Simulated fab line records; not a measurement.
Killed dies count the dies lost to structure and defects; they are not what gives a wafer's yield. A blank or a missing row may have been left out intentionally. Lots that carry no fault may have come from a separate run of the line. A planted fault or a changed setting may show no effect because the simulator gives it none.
fab line records / flow nand-harc
[record] lots = 12 wafers = 36 last-day = 33
route steps=1302 shown P_BONDPAD@380 A_ZERO_WELL@404 A_SOURCE_PLATE@416 A_CHANNEL_HOLE_D1@451
lots untouched by any fault: they come from a run of this same line in which no faults occurred
start-h: the number of hours between the record's first day and the start of the first shown wafer of the lot / wait-h: time in hours since the lot's previous step / " identical to the entry in the row above / L1.1+2: several wafers, shown together as one row / - value missing, or start not given / * or withheld: withheld / < > ~ a bound
route shown NAME@n: a module of which the file shows steps, and the number in the route of the first / usual: mean/standard deviation taken from wafers without a fault / same: alike in all rows / chamber/n: place in a boat / sites: each site's reading / _std_site: the values' standard deviation / _edge_site: inner sites' mean taken away from outer sites' mean / radius-mm: for every site, how far away it sits from the centre of the wafer / mask NAME#n: copy n / behind: tool/chamber where the wafer was last shaped / hold: why the lot went on hold/how many hours it stayed there/how the hold came to an end / device: the n, p or np transistor that did not switch / end of line: tests run on the same wafers once the route is complete / for a step that has no rows: nothing shown but its recipe / killed: dies lost to structure and defects at the first sort, not the wafer's yield / map: the dies of a wafer, with x for killed, . for not killed, _ for no die there
set.NAME: the setting that was run; set.NAME@STEP: the one run at that earlier step / model.NAME: the simulator's own value behind a step, which no gauge read
one table for each step of the route and one row for each wafer, over a sample of lots
services: a tool's chamber out of use, with start hour (start-h, from the record's first day; less than 0 if before it), hours out, and reason
[[steps]]
[step NHARC_P_BONDPAD_CMP_19]
[recipe] t-overpolish-s = 30 cu-recess-touch-s = 16 target-thk-nm = 160.81
[usual] motor-current-A = 12.5/0.89 overpolish-run-s = 30.000/0.0089
lot.wafer=L779.1 tool=cmp-04 chamber=2 start-h=144.20 wait-h=- motor-current-A=13.3 overpolish-run-s=29.986
lot.wafer=L779.6 tool=cmp-04 chamber=3 start-h=144.20 wait-h=- motor-current-A=12.2 overpolish-run-s=30.007
lot.wafer=L779.5 tool=cmp-04 chamber=0 start-h=144.20 wait-h=- motor-current-A=11.4 overpolish-run-s=29.992
lot.wafer=L780.2 tool=cmp-03 chamber=3 start-h=150.79 wait-h=- motor-current-A=12.0 overpolish-run-s=29.997
lot.wafer=L780.3 tool=cmp-03 chamber=0 start-h=150.79 wait-h=- motor-current-A=12.9 overpolish-run-s=30.018
lot.wafer=L780.6 tool=cmp-03 chamber=0 start-h=150.79 wait-h=- motor-current-A=13.4 overpolish-run-s=29.993
lot.wafer=L788.4 tool=cmp-03 chamber=3 start-h=225.79 wait-h=- motor-current-A=12.1 overpolish-run-s=30.004
lot.wafer=L788.3 tool=cmp-03 chamber=0 start-h=225.79 wait-h=- motor-current-A=13.6 overpolish-run-s=29.989
lot.wafer=L788.5 tool=cmp-03 chamber=0 start-h=225.79 wait-h=- motor-current-A=13.1 overpolish-run-s=30.008
lot.wafer=L789.2 tool=cmp-03 chamber=2 start-h=236.65 wait-h=- motor-current-A=13.4 overpolish-run-s=30.008
lot.wafer=L789.3 tool=cmp-03 chamber=1 start-h=236.65 wait-h=- motor-current-A=11.9 overpolish-run-s=30.006
lot.wafer=L789.6 tool=cmp-03 chamber=3 start-h=236.65 wait-h=- motor-current-A=12.0 overpolish-run-s=29.990
lot.wafer=L790.4 tool=cmp-04 chamber=1 start-h=251.97 wait-h=- motor-current-A=11.6 overpolish-run-s=29.995
lot.wafer=L790.1 tool=cmp-04 chamber=3 start-h=251.97 wait-h=- motor-current-A=11.8 overpolish-run-s=29.996
lot.wafer=L790.6 tool=cmp-04 chamber=1 start-h=251.97 wait-h=- motor-current-A=11.5 overpolish-run-s=30.010
lot.wafer=L791.1 tool=cmp-01 chamber=1 start-h=254.61 wait-h=- motor-current-A=13.9 overpolish-run-s=30.011
lot.wafer=L791.4 tool=cmp-01 chamber=2 start-h=254.61 wait-h=- motor-current-A=13.1 overpolish-run-s=30.007
lot.wafer=L791.5 tool=cmp-01 chamber=3 start-h=254.61 wait-h=- motor-current-A=11.3 overpolish-run-s=29.983
lot.wafer=L793.1 tool=cmp-03 chamber=3 start-h=280.56 wait-h=- motor-current-A=12.8 overpolish-run-s=29.994
lot.wafer=L793.5 tool=cmp-03 chamber=0 start-h=280.56 wait-h=- motor-current-A=12.6 overpolish-run-s=30.018
lot.wafer=L793.6 tool=cmp-03 chamber=1 start-h=280.56 wait-h=- motor-current-A=11.9 overpolish-run-s=30.001
lot.wafer=L795.1 tool=cmp-03 chamber=0 start-h=295.76 wait-h=- motor-current-A=12.8 overpolish-run-s=29.997
lot.wafer=L795.5 tool=cmp-03 chamber=0 start-h=295.76 wait-h=- motor-current-A=12.6 overpolish-run-s=29.990
lot.wafer=L795.6 tool=cmp-03 chamber=1 start-h=295.76 wait-h=- motor-current-A=11.7 overpolish-run-s=29.996
lot.wafer=L796.3 tool=cmp-03 chamber=0 start-h=302.61 wait-h=- motor-current-A=13.0 overpolish-run-s=30.000
lot.wafer=L796.4 tool=cmp-03 chamber=1 start-h=302.61 wait-h=- motor-current-A=12.8 overpolish-run-s=30.003
lot.wafer=L796.1 tool=cmp-03 chamber=2 start-h=302.61 wait-h=- motor-current-A=13.2 overpolish-run-s=29.996
lot.wafer=L797.4 tool=cmp-01 chamber=1 start-h=314.19 wait-h=- motor-current-A=13.1 overpolish-run-s=29.989
lot.wafer=L797.1 tool=cmp-01 chamber=3 start-h=314.19 wait-h=- motor-current-A=11.3 overpolish-run-s=30.004
lot.wafer=L797.2 tool=cmp-01 chamber=0 start-h=314.19 wait-h=- motor-current-A=12.6 overpolish-run-s=30.017
lot.wafer=L798.2 tool=cmp-03 chamber=0 start-h=323.81 wait-h=- motor-current-A=13.1 overpolish-run-s=30.014
lot.wafer=L798.3 tool=cmp-03 chamber=1 start-h=323.81 wait-h=- motor-current-A=11.2 overpolish-run-s=30.006
lot.wafer=L798.4 tool=cmp-03 chamber=3 start-h=323.81 wait-h=- motor-current-A=11.8 overpolish-run-s=30.004
lot.wafer=L802.1 tool=cmp-03 chamber=2 start-h=368.17 wait-h=- motor-current-A=12.8 overpolish-run-s=30.012
lot.wafer=L802.4 tool=cmp-03 chamber=3 start-h=368.17 wait-h=- motor-current-A=12.4 overpolish-run-s=30.017
lot.wafer=L802.6 tool=cmp-03 chamber=1 start-h=368.17 wait-h=- motor-current-A=12.2 overpolish-run-s=29.995
[step NHARC_A_ZERO_WELL_ETCH_19]
[recipe] target-depth-a = 800 overetch-a = 240 time-s = 87.88 ion-energy-ev = 200 n2-flow-sccm = 150 h2-flow-sccm = 150 ar-flow-sccm = 0 rf-w = 400 bias-w = 150 chemistry = N2/H2
[usual] drypump-motor-current-A = 5.70/0.26 mfc-ar-sccm = 0.009/0.011 oes-product-au = 0.999/0.0066 rf-vpp-V = 432.0/2.2 showerhead-plenum-p-Torr = 2.10/0.071 throttle-valve-pct = 14.171/0.0095
lot.wafer=L779.1 tool=rie-diel-13 chamber=3 start-h=146.40 wait-h=0.3 drypump-motor-current-A=5.79 mfc-ar-sccm=0.028 oes-product-au=1.003 rf-hours-counter-h=23 rf-vpp-V=435.6 showerhead-plenum-p-Torr=2.19 throttle-valve-pct=14.174
lot.wafer=L779.6 tool=rie-diel-13 chamber=0 start-h=146.40 wait-h=0.3 drypump-motor-current-A=5.42 mfc-ar-sccm=0 oes-product-au=0.989 rf-hours-counter-h=- rf-vpp-V=431.3 showerhead-plenum-p-Torr=2.04 throttle-valve-pct=14.161
lot.wafer=L779.5 tool=rie-diel-13 chamber=1 start-h=146.40 wait-h=0.3 drypump-motor-current-A=5.54 mfc-ar-sccm=0.017 oes-product-au=0.997 rf-hours-counter-h=- rf-vpp-V=429.6 showerhead-plenum-p-Torr=2.04 throttle-valve-pct=14.162
lot.wafer=L780.3 tool=rie-diel-09 chamber=0 start-h=152.92 wait-h=0.1 drypump-motor-current-A=5.74 mfc-ar-sccm=0.004 oes-product-au=1.001 rf-hours-counter-h=0 rf-vpp-V=434.4 showerhead-plenum-p-Torr=2.15 throttle-valve-pct=14.166
lot.wafer=L780.2 tool=rie-diel-09 chamber=1 start-h=152.92 wait-h=0.1 drypump-motor-current-A=5.65 mfc-ar-sccm=0.004 oes-product-au=0.993 rf-hours-counter-h=0 rf-vpp-V=433.1 showerhead-plenum-p-Torr=2.20 throttle-valve-pct=14.157
lot.wafer=L780.6 tool=rie-diel-09 chamber=3 start-h=152.92 wait-h=0.1 drypump-motor-current-A=5.20 mfc-ar-sccm=0.024 oes-product-au=0.998 rf-hours-counter-h=- rf-vpp-V=431.5 showerhead-plenum-p-Torr=2.07 throttle-valve-pct=14.166
lot.wafer=L788.3 tool=rie-diel-09 chamber=3 start-h=227.76 wait-h=0.1 drypump-motor-current-A=5.20 mfc-ar-sccm=0.024 oes-product-au=1.009 rf-hours-counter-h=25 rf-vpp-V=430.0 showerhead-plenum-p-Torr=2.06 throttle-valve-pct=14.175
lot.wafer=L788.4 tool=rie-diel-09 chamber=1 start-h=227.76 wait-h=0.1 drypump-motor-current-A=5.66 mfc-ar-sccm=0.004 oes-product-au=0.999 rf-hours-counter-h=24 rf-vpp-V=435.2 showerhead-plenum-p-Torr=2.19 throttle-valve-pct=14.170
lot.wafer=L788.5 tool=rie-diel-09 chamber=0 start-h=227.76 wait-h=0.1 drypump-motor-current-A=5.79 mfc-ar-sccm=0.004 oes-product-au=1.006 rf-hours-counter-h=- rf-vpp-V=433.1 showerhead-plenum-p-Torr=2.14 throttle-valve-pct=14.164
lot.wafer=L789.3 tool=rie-diel-03 chamber=0 start-h=238.61 wait-h=0.1 drypump-motor-current-A=5.48 mfc-ar-sccm=0 oes-product-au=1.009 rf-hours-counter-h=4 rf-vpp-V=434.0 showerhead-plenum-p-Torr=2.19 throttle-valve-pct=14.161
lot.wafer=L789.2 tool=rie-diel-03 chamber=1 start-h=238.61 wait-h=0.1 drypump-motor-current-A=6.23 mfc-ar-sccm=0 oes-product-au=1.002 rf-hours-counter-h=4 rf-vpp-V=430.0 showerhead-plenum-p-Torr=2.06 throttle-valve-pct=14.167
lot.wafer=L789.6 tool=rie-diel-03 chamber=3 start-h=238.61 wait-h=0.1 drypump-motor-current-A=5.75 mfc-ar-sccm=0 oes-product-au=0.998 rf-hours-counter-h=- rf-vpp-V=432.8 showerhead-plenum-p-Torr=2.10 throttle-valve-pct=14.160
lot.wafer=L790.1 tool=rie-diel-09 chamber=3 start-h=254.01 wait-h=0.1 drypump-motor-current-A=5.23 mfc-ar-sccm=0.024 oes-product-au=1.002 rf-hours-counter-h=31 rf-vpp-V=431.0 showerhead-plenum-p-Torr=2.06 throttle-valve-pct=14.178
lot.wafer=L790.4 tool=rie-diel-09 chamber=2 start-h=254.01 wait-h=0.1 drypump-motor-current-A=5.76 mfc-ar-sccm=0.028 oes-product-au=0.998 rf-hours-counter-h=29 rf-vpp-V=430.1 showerhead-plenum-p-Torr=2.03 throttle-valve-pct=14.168
lot.wafer=L790.6 tool=rie-diel-09 chamber=3 start-h=254.01 wait-h=0.1 drypump-motor-current-A=5.21 mfc-ar-sccm=0.024 oes-product-au=0.998 rf-hours-counter-h=- rf-vpp-V=430.6 showerhead-plenum-p-Torr=2.06 throttle-valve-pct=14.172
lot.wafer=L791.1 tool=rie-diel-13 chamber=0 start-h=256.65 wait-h=0.1 drypump-motor-current-A=5.43 mfc-ar-sccm=0 oes-product-au=0.988 rf-hours-counter-h=12 rf-vpp-V=429.9 showerhead-plenum-p-Torr=2.04 throttle-valve-pct=14.165
lot.wafer=L791.4 tool=rie-diel-13 chamber=3 start-h=256.65 wait-h=0.1 drypump-motor-current-A=5.77 mfc-ar-sccm=0.028 oes-product-au=1.000 rf-hours-counter-h=11 rf-vpp-V=434.1 showerhead-plenum-p-Torr=2.18 throttle-valve-pct=14.181
lot.wafer=L791.5 tool=rie-diel-13 chamber=1 start-h=256.65 wait-h=0.1 drypump-motor-current-A=5.55 mfc-ar-sccm=0.017 oes-product-au=0.992 rf-hours-counter-h=- rf-vpp-V=430.1 showerhead-plenum-p-Torr=2.03 throttle-valve-pct=14.177
lot.wafer=L793.1 tool=rie-diel-13 chamber=2 start-h=282.43 wait-h=0.1 drypump-motor-current-A=6.02 mfc-ar-sccm=0 oes-product-au=1.006 rf-hours-counter-h=19 rf-vpp-V=427.3 showerhead-plenum-p-Torr=1.97 throttle-valve-pct=14.177
lot.wafer=L793.5 tool=rie-diel-13 chamber=1 start-h=282.43 wait-h=0.1 drypump-motor-current-A=5.53 mfc-ar-sccm=0.017 oes-product-au=1.007 rf-hours-counter-h=- rf-vpp-V=430.7 showerhead-plenum-p-Torr=2.03 throttle-valve-pct=14.144
lot.wafer=L793.6 tool=rie-diel-13 chamber=2 start-h=282.43 wait-h=0.1 drypump-motor-current-A=6.01 mfc-ar-sccm=0 oes-product-au=0.993 rf-hours-counter-h=- rf-vpp-V=427.5 showerhead-plenum-p-Torr=1.97 throttle-valve-pct=14.173
lot.wafer=L795.1 tool=rie-diel-09 chamber=3 start-h=297.86 wait-h=0.1 drypump-motor-current-A=5.21 mfc-ar-sccm=0.024 oes-product-au=1.008 rf-hours-counter-h=46 rf-vpp-V=430.7 showerhead-plenum-p-Torr=2.05 throttle-valve-pct=14.183
lot.wafer=L795.5 tool=rie-diel-09 chamber=2 start-h=297.86 wait-h=0.1 drypump-motor-current-A=5.77 mfc-ar-sccm=0.028 oes-product-au=1.002 rf-hours-counter-h=- rf-vpp-V=429.7 showerhead-plenum-p-Torr=2.02 throttle-valve-pct=14.164
lot.wafer=L795.6 tool=rie-diel-09 chamber=3 start-h=297.86 wait-h=0.1 drypump-motor-current-A=5.20 mfc-ar-sccm=0.024 oes-product-au=1.009 rf-hours-counter-h=- rf-vpp-V=430.9 showerhead-plenum-p-Torr=2.05 throttle-valve-pct=14.170
lot.wafer=L796.1 tool=rie-diel-13 chamber=1 start-h=304.71 wait-h=0.1 drypump-motor-current-A=5.52 mfc-ar-sccm=0.017 oes-product-au=0.986 rf-hours-counter-h=21 rf-vpp-V=430.2 showerhead-plenum-p-Torr=2.03 throttle-valve-pct=14.181
lot.wafer=L796.3 tool=rie-diel-13 chamber=3 start-h=304.71 wait-h=0.1 drypump-motor-current-A=5.81 mfc-ar-sccm=0.028 oes-product-au=1.005 rf-hours-counter-h=19 rf-vpp-V=435.2 showerhead-plenum-p-Torr=2.18 throttle-valve-pct=14.173
lot.wafer=L796.4 tool=rie-diel-13 chamber=1 start-h=304.71 wait-h=0.1 drypump-motor-current-A=5.55 mfc-ar-sccm=0.017 oes-product-au=1.002 rf-hours-counter-h=- rf-vpp-V=431.0 showerhead-plenum-p-Torr=2.03 throttle-valve-pct=14.172
lot.wafer=L797.1 tool=rie-diel-03 chamber=2 start-h=316.29 wait-h=0.1 drypump-motor-current-A=5.77 mfc-ar-sccm=0.011 oes-product-au=1.004 rf-hours-counter-h=1 rf-vpp-V=433.9 showerhead-plenum-p-Torr=2.16 throttle-valve-pct=14.162
lot.wafer=L797.2 tool=rie-diel-03 chamber=1 start-h=316.29 wait-h=0.1 drypump-motor-current-A=6.24 mfc-ar-sccm=0 oes-product-au=1.000 rf-hours-counter-h=1 rf-vpp-V=431.8 showerhead-plenum-p-Torr=2.06 throttle-valve-pct=14.177
lot.wafer=L797.4 tool=rie-diel-03 chamber=1 start-h=316.29 wait-h=0.1 drypump-motor-current-A=6.21 mfc-ar-sccm=0 oes-product-au=0.998 rf-hours-counter-h=- rf-vpp-V=431.6 showerhead-plenum-p-Torr=2.06 throttle-valve-pct=14.164
lot.wafer=L798.2 tool=rie-diel-13 chamber=3 start-h=325.90 wait-h=0.1 drypump-motor-current-A=5.78 mfc-ar-sccm=0.028 oes-product-au=1.006 rf-hours-counter-h=23 rf-vpp-V=433.5 showerhead-plenum-p-Torr=2.18 throttle-valve-pct=14.190
lot.wafer=L798.4 tool=rie-diel-13 chamber=0 start-h=325.90 wait-h=0.1 drypump-motor-current-A=5.47 mfc-ar-sccm=0 oes-product-au=0.991 rf-hours-counter-h=23 rf-vpp-V=430.3 showerhead-plenum-p-Torr=2.03 throttle-valve-pct=14.176
lot.wafer=L798.3 tool=rie-diel-13 chamber=1 start-h=325.90 wait-h=0.1 drypump-motor-current-A=5.52 mfc-ar-sccm=0.017 oes-product-au=1.011 rf-hours-counter-h=25 rf-vpp-V=430.4 showerhead-plenum-p-Torr=2.03 throttle-valve-pct=14.177
lot.wafer=L802.1 tool=rie-diel-13 chamber=3 start-h=370.35 wait-h=0.1 drypump-motor-current-A=5.77 mfc-ar-sccm=0.028 oes-product-au=1.002 rf-hours-counter-h=3 rf-vpp-V=433.5 showerhead-plenum-p-Torr=2.18 throttle-valve-pct=14.160
lot.wafer=L802.4 tool=rie-diel-13 chamber=1 start-h=370.35 wait-h=0.1 drypump-motor-current-A=5.53 mfc-ar-sccm=0.017 oes-product-au=0.995 rf-hours-counter-h=3 rf-vpp-V=430.7 showerhead-plenum-p-Torr=2.03 throttle-valve-pct=14.162
lot.wafer=L802.6 tool=rie-diel-13 chamber=3 start-h=370.35 wait-h=0.1 drypump-motor-current-A=5.81 mfc-ar-sccm=0.028 oes-product-au=1.007 rf-hours-counter-h=- rf-vpp-V=434.9 showerhead-plenum-p-Torr=2.18 throttle-valve-pct=14.173
[step NHARC_A_SOURCE_PLATE_THK_MEAS_09]
[recipe] thk-meas-gauge = ellipsometry
[usual] thk-nm = 9.9/0.96
lot.wafer=L779.1 tool=film-metro-01 chamber=- start-h=154.96 wait-h=0.4 thk-nm=8.8
lot.wafer=L779.5 tool=film-metro-01 chamber=- start-h=154.96 wait-h=0.4 thk-nm=9.8
lot.wafer=L779.6 tool=film-metro-01 chamber=- start-h=154.96 wait-h=0.4 thk-nm=10.8
lot.wafer=L780.2 tool=film-metro-01 chamber=- start-h=161.04 wait-h=0.4 thk-nm=9.9
lot.wafer=L780.3 tool=film-metro-01 chamber=- start-h=161.04 wait-h=0.4 thk-nm=10.3
lot.wafer=L780.6 tool=film-metro-01 chamber=- start-h=161.04 wait-h=0.4 thk-nm=10.8
lot.wafer=L788.3 tool=film-metro-02 chamber=- start-h=236.17 wait-h=0.4 thk-nm=10.7
lot.wafer=L788.4 tool=film-metro-02 chamber=- start-h=236.17 wait-h=0.4 thk-nm=9.6
lot.wafer=L788.5 tool=film-metro-02 chamber=- start-h=236.17 wait-h=0.4 thk-nm=9.6
lot.wafer=L789.2 tool=film-metro-01 chamber=- start-h=247.18 wait-h=0.4 thk-nm=9.6
lot.wafer=L789.3 tool=film-metro-01 chamber=- start-h=247.18 wait-h=0.4 thk-nm=8.9
lot.wafer=L789.6 tool=film-metro-01 chamber=- start-h=247.18 wait-h=0.4 thk-nm=10.7
lot.wafer=L790.1 tool=film-metro-01 chamber=- start-h=262.69 wait-h=0.4 thk-nm=11.3
lot.wafer=L790.4 tool=film-metro-01 chamber=- start-h=262.69 wait-h=0.4 thk-nm=8.7
lot.wafer=L790.6 tool=film-metro-01 chamber=- start-h=262.69 wait-h=0.4 thk-nm=9.4
lot.wafer=L791.1 tool=film-metro-01 chamber=- start-h=262.71 wait-h=0.4 thk-nm=11.7
lot.wafer=L791.4 tool=film-metro-01 chamber=- start-h=262.71 wait-h=0.4 thk-nm=10.2
lot.wafer=L791.5 tool=film-metro-01 chamber=- start-h=262.71 wait-h=0.4 thk-nm=9.3
lot.wafer=L793.1 tool=film-metro-01 chamber=- start-h=289.96 wait-h=0.4 thk-nm=9.7
lot.wafer=L793.5 tool=film-metro-01 chamber=- start-h=289.96 wait-h=0.4 thk-nm=8.4
lot.wafer=L793.6 tool=film-metro-01 chamber=- start-h=289.96 wait-h=0.4 thk-nm=10.9
lot.wafer=L795.1 tool=film-metro-01 chamber=- start-h=305.86 wait-h=0.4 thk-nm=9.5
lot.wafer=L795.5 tool=film-metro-01 chamber=- start-h=305.86 wait-h=0.4 thk-nm=8.0
lot.wafer=L795.6 tool=film-metro-01 chamber=- start-h=305.86 wait-h=0.4 thk-nm=10.5
lot.wafer=L796.1 tool=film-metro-02 chamber=- start-h=313.22 wait-h=0.4 thk-nm=11.5
lot.wafer=L796.3 tool=film-metro-02 chamber=- start-h=313.22 wait-h=0.4 thk-nm=10.4
lot.wafer=L796.4 tool=film-metro-02 chamber=- start-h=313.22 wait-h=0.4 thk-nm=10.1
lot.wafer=L797.1 tool=film-metro-02 chamber=- start-h=324.80 wait-h=0.4 thk-nm=9.0
lot.wafer=L797.2 tool=film-metro-02 chamber=- start-h=324.80 wait-h=0.4 thk-nm=10.3
lot.wafer=L797.4 tool=film-metro-02 chamber=- start-h=324.80 wait-h=0.4 thk-nm=10.8
lot.wafer=L798.2 tool=film-metro-02 chamber=- start-h=334.36 wait-h=0.4 thk-nm=9.9
lot.wafer=L798.3 tool=film-metro-02 chamber=- start-h=334.36 wait-h=0.4 thk-nm=11.1
lot.wafer=L798.4 tool=film-metro-02 chamber=- start-h=334.36 wait-h=0.4 thk-nm=10.5
lot.wafer=L802.1 tool=film-metro-01 chamber=- start-h=379.04 wait-h=0.4 thk-nm=11.5
lot.wafer=L802.4 tool=film-metro-01 chamber=- start-h=379.04 wait-h=0.4 thk-nm=10.8
lot.wafer=L802.6 tool=film-metro-01 chamber=- start-h=379.04 wait-h=0.4 thk-nm=9.7
[step NHARC_A_CHANNEL_HOLE_D1_DEP_01]
[recipe] target-thk-a = 1400 target-thk-nm = 140 temp-c = 400 pressure-torr = 3.5 flow-sccm = 200 rf-w = 350 material = SiON
[usual] heater-power-w = 781/63 rf-fwd-power-W = 348.2/1.2 showerhead-vpp-V = 1162/45
lot.wafer=L779.1 tool=pecvd-04 chamber=1 start-h=186.67 wait-h=1.6 heater-power-w=743 rf-fwd-power-W=349.8 showerhead-vpp-V=1149
lot.wafer=L779.5 tool=pecvd-04 chamber=1 start-h=186.67 wait-h=1.6 heater-power-w=755 rf-fwd-power-W=350.6 showerhead-vpp-V=1130
lot.wafer=L779.6 tool=pecvd-04 chamber=2 start-h=186.67 wait-h=1.6 heater-power-w=862 rf-fwd-power-W=347.6 showerhead-vpp-V=1153
lot.wafer=L780.2 tool=pecvd-02 chamber=1 start-h=197.40 wait-h=1.3 heater-power-w=863 rf-fwd-power-W=349.5 showerhead-vpp-V=1227
lot.wafer=L780.3 tool=pecvd-02 chamber=0 start-h=197.40 wait-h=1.3 heater-power-w=699 rf-fwd-power-W=347.8 showerhead-vpp-V=1157
lot.wafer=L780.6 tool=pecvd-02 chamber=0 start-h=197.40 wait-h=1.3 heater-power-w=692 rf-fwd-power-W=347.9 showerhead-vpp-V=1196
lot.wafer=L788.3 tool=pecvd-04 chamber=0 start-h=268.13 wait-h=1.0 heater-power-w=853 rf-fwd-power-W=347.4 showerhead-vpp-V=1108
lot.wafer=L788.4 tool=pecvd-04 chamber=0 start-h=268.13 wait-h=1.0 heater-power-w=864 rf-fwd-power-W=347.4 showerhead-vpp-V=1108
lot.wafer=L788.5 tool=pecvd-04 chamber=1 start-h=268.13 wait-h=1.0 heater-power-w=783 rf-fwd-power-W=349.2 showerhead-vpp-V=1140
lot.wafer=L789.2 tool=pecvd-02 chamber=0 start-h=282.74 wait-h=1.3 heater-power-w=768 rf-fwd-power-W=347.8 showerhead-vpp-V=1194
lot.wafer=L789.3 tool=pecvd-02 chamber=1 start-h=282.74 wait-h=1.3 heater-power-w=692 rf-fwd-power-W=347.4 showerhead-vpp-V=1220
lot.wafer=L789.6 tool=pecvd-02 chamber=0 start-h=282.74 wait-h=1.3 heater-power-w=749 rf-fwd-power-W=348.8 showerhead-vpp-V=1181
lot.wafer=L791.1 tool=pecvd-03 chamber=0 start-h=291.97 wait-h=1.6 heater-power-w=849 rf-fwd-power-W=348.1 showerhead-vpp-V=1219
lot.wafer=L791.4 tool=pecvd-03 chamber=0 start-h=291.97 wait-h=1.6 heater-power-w=880 rf-fwd-power-W=349.8 showerhead-vpp-V=1226
lot.wafer=L791.5 tool=pecvd-03 chamber=1 start-h=291.97 wait-h=1.6 heater-power-w=720 rf-fwd-power-W=349.0 showerhead-vpp-V=1174
lot.wafer=L790.1 tool=pecvd-02 chamber=2 start-h=292.15 wait-h=1.6 heater-power-w=697 rf-fwd-power-W=347.2 showerhead-vpp-V=1169
lot.wafer=L790.6 tool=pecvd-02 chamber=2 start-h=292.15 wait-h=1.6 heater-power-w=712 rf-fwd-power-W=347.5 showerhead-vpp-V=1173
lot.wafer=L790.4 tool=pecvd-02 chamber=0 start-h=292.15 wait-h=1.6 heater-power-w=736 rf-fwd-power-W=348.4 showerhead-vpp-V=1186
lot.wafer=L793.1 tool=pecvd-03 chamber=0 start-h=321.35 wait-h=1.7 heater-power-w=762 rf-fwd-power-W=346.8 showerhead-vpp-V=1225
lot.wafer=L793.6 tool=pecvd-03 chamber=1 start-h=321.35 wait-h=1.7 heater-power-w=785 rf-fwd-power-W=347.7 showerhead-vpp-V=1190
lot.wafer=L793.5 tool=pecvd-03 chamber=0 start-h=321.35 wait-h=1.7 heater-power-w=731 rf-fwd-power-W=345.7 showerhead-vpp-V=1211
lot.wafer=L795.1 tool=pecvd-04 chamber=0 start-h=334.38 wait-h=1.7 heater-power-w=701 rf-fwd-power-W=348.6 showerhead-vpp-V=1110
lot.wafer=L795.5 tool=pecvd-04 chamber=1 start-h=334.38 wait-h=1.7 heater-power-w=705 rf-fwd-power-W=347.9 showerhead-vpp-V=1159
lot.wafer=L795.6 tool=pecvd-04 chamber=0 start-h=334.38 wait-h=1.7 heater-power-w=726 rf-fwd-power-W=350.3 showerhead-vpp-V=1110
lot.wafer=L796.1 tool=pecvd-04 chamber=0 start-h=345.54 wait-h=1.6 heater-power-w=817 rf-fwd-power-W=291.0 showerhead-vpp-V=1011
lot.wafer=L796.3 tool=pecvd-04 chamber=1 start-h=345.54 wait-h=1.6 heater-power-w=719 rf-fwd-power-W=292.7 showerhead-vpp-V=1066
lot.wafer=L796.4 tool=pecvd-04 chamber=2 start-h=345.54 wait-h=1.6 heater-power-w=956 rf-fwd-power-W=293.3 showerhead-vpp-V=1056
lot.wafer=L797.1 tool=pecvd-04 chamber=1 start-h=355.52 wait-h=1.6 heater-power-w=786 rf-fwd-power-W=292.9 showerhead-vpp-V=1056
lot.wafer=L797.2 tool=pecvd-04 chamber=0 start-h=355.52 wait-h=1.6 heater-power-w=758 rf-fwd-power-W=289.7 showerhead-vpp-V=1000
lot.wafer=L797.4 tool=pecvd-04 chamber=2 start-h=355.52 wait-h=1.6 heater-power-w=925 rf-fwd-power-W=293.4 showerhead-vpp-V=1051
lot.wafer=L798.3 tool=pecvd-02 chamber=2 start-h=363.08 wait-h=1.0 heater-power-w=721 rf-fwd-power-W=350.1 showerhead-vpp-V=1158
lot.wafer=L798.2 tool=pecvd-02 chamber=1 start-h=363.08 wait-h=1.0 heater-power-w=727 rf-fwd-power-W=348.1 showerhead-vpp-V=1235
lot.wafer=L798.4 tool=pecvd-02 chamber=2 start-h=363.08 wait-h=1.0 heater-power-w=715 rf-fwd-power-W=349.1 showerhead-vpp-V=1165
lot.wafer=L802.1 tool=pecvd-02 chamber=2 start-h=416.53 wait-h=1.7 heater-power-w=803 rf-fwd-power-W=348.2 showerhead-vpp-V=1177
lot.wafer=L802.6 tool=pecvd-02 chamber=1 start-h=416.53 wait-h=1.7 heater-power-w=795 rf-fwd-power-W=347.3 showerhead-vpp-V=1234
lot.wafer=L802.4 tool=pecvd-02 chamber=2 start-h=416.53 wait-h=1.7 heater-power-w=668 rf-fwd-power-W=348.9 showerhead-vpp-V=1179
[[services]]
tool=rie-diel-13 chamber=3 start-h=121.91 hours=2.5 kind=repair
tool=rie-diel-13 chamber=2 start-h=122.06 hours=14.3 kind=repair
tool=rie-diel-09 chamber=3 start-h=135.27 hours=6.5 kind=repair
tool=cmp-03 chamber=- start-h=138.26 hours=6.3 kind=repair
tool=rie-diel-09 chamber=- start-h=143.34 hours=9.0 kind=pm
tool=cmp-03 chamber=- start-h=162.00 hours=4.0 kind=pm
tool=rie-diel-13 chamber=- start-h=165.18 hours=9.0 kind=pm
tool=rie-diel-09 chamber=- start-h=166.13 hours=0.6 kind=repair
tool=pecvd-02 chamber=- start-h=182.51 hours=0.5 kind=repair
tool=pecvd-03 chamber=2 start-h=183.53 hours=5.7 kind=repair
tool=pecvd-03 chamber=- start-h=185.40 hours=13.0 kind=pm
tool=rie-diel-13 chamber=1 start-h=205.06 hours=6.9 kind=repair
tool=cmp-03 chamber=- start-h=249.48 hours=2.8 kind=repair
tool=pecvd-02 chamber=- start-h=250.69 hours=13.0 kind=pm
tool=cmp-03 chamber=- start-h=260.00 hours=4.0 kind=pm
tool=pecvd-04 chamber=- start-h=269.00 hours=13.0 kind=pm
tool=rie-diel-13 chamber=2 start-h=304.40 hours=5.2 kind=repair
tool=rie-diel-09 chamber=- start-h=320.34 hours=9.0 kind=pm
tool=cmp-03 chamber=- start-h=336.52 hours=1.0 kind=repair
tool=rie-diel-13 chamber=- start-h=339.34 hours=5.2 kind=repair
tool=rie-diel-13 chamber=- start-h=344.59 hours=9.0 kind=pm
tool=cmp-03 chamber=- start-h=358.00 hours=4.0 kind=pm
tool=cmp-03 chamber=- start-h=375.76 hours=0.6 kind=repair
tool=rie-diel-13 chamber=3 start-h=391.97 hours=2.0 kind=repair
[[key]]
[first-sign] step = NHARC_A_CHANNEL_HOLE_D1_DEP_01 reading = rf-fwd-power-W direction = down sigmas = 47 usual = * struck = *
[effect] step = NHARC_A_CHANNEL_HOLE_D1_DEP_01 reading = showerhead-vpp-V direction = down sigmas = 2.7 usual = 1162 struck = 1040
met-at NHARC_A_CHANNEL_HOLE_D1_DEP_01
struck-lots L796,L797
tester-left-out L796,L797
not-acting-at NHARC_P_BONDPAD_CMP_19,NHARC_A_ZERO_WELL_ETCH_19,NHARC_A_SOURCE_PLATE_THK_MEAS_09
onset-between 334.38 345.54
[fault] kind = process-parameter-drift tool = pecvd-04 chamber = - onset-h = 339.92 steps = NHARC_A_CHANNEL_HOLE_D1_DEP_01 channel = rf-w offset = * shape = step end-h = 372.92 acts-in = * stated = *
// tester-left-out: of these lots the tester's yield and bins aren't shown, on N5 and GAA mostly nor the transistor test; their killed dies are dies lost to structure and defects alone, not to doping, threshold or leakage, so they don't give the yield
